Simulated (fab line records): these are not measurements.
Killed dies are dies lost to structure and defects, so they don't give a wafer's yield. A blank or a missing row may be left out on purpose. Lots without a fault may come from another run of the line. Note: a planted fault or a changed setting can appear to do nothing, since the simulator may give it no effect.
Matching of chambers	flow nandHarc	rieDiel-09 running NHARC_A_BLC_STRIP_29: 4 sister chambers
The step strips in CF4. 8 wafers are shown with their chamber, then 12 later ones without.

== WAFERS WITH THEIR CHAMBER ==
wafer	chamber	drypumpMotorCurrentA (A)	oesProductAu (a.u.)
L080.5	3	6.11	1.003
L081.1	3	6.13	1.004
L083.4	2	6.01	1.008
L085.4	1	5.87	1.012
L085.6	0	5.83	1.002
L086.1	1	5.85	1.017
L086.3	2	6.01	1.010
L086.5	0	5.90	1.001

== WAFERS WHOSE CHAMBER IS MISSING ==
wafer	drypumpMotorCurrentA (A)	oesProductAu (a.u.)
L087.1	5.99	0.995
L087.2	6.13	1.000
L087.5	5.82	0.998
L090.1	6.01	1.008
L090.3	5.82	0.995
L090.6	5.88	1.003
L093.1	6.12	0.987
L093.3	5.80	0.992
L093.5	5.79	1.010
L096.2	5.82	1.011
L096.5	6.01	1.018
L096.6	5.85	0.998

== WHICH CHAMBER EACH ONE RAN IN ==
wafer	from the rows above	in truth
L087.1	can't be placed: 0 or 3 or 2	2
L087.2	3	3
L087.5	0	0
L090.1	2	2
L090.3	0	0
L090.6	0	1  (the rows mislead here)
L093.1	3	3
L093.3	0	0
L093.5	can't be placed: 1 or 0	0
L096.2	1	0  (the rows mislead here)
L096.5	can't be placed: 2 or 1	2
L096.6	0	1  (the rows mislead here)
Correctly placed: 6 of 12. Cannot be placed on the basis of these rows: 3; the candidates contain the true chamber in 3. Wrongly placed: 3.
How it was worked out, from the rows above alone: a wafer's distance from a chamber is the root of the sum, over the readings, of the square of ((its reading less the chamber's mean) divided by the reading's scatter). The wafer belongs to the nearest chamber; if the next one is less than 2 further off, it can't be placed. For every chamber, the mean is computed from those of its wafers that are shown. The scatter is the square root of a quotient: the sum, over the shown wafers, of each reading's squared deviation from its chamber's mean, divided by wafers minus chambers.
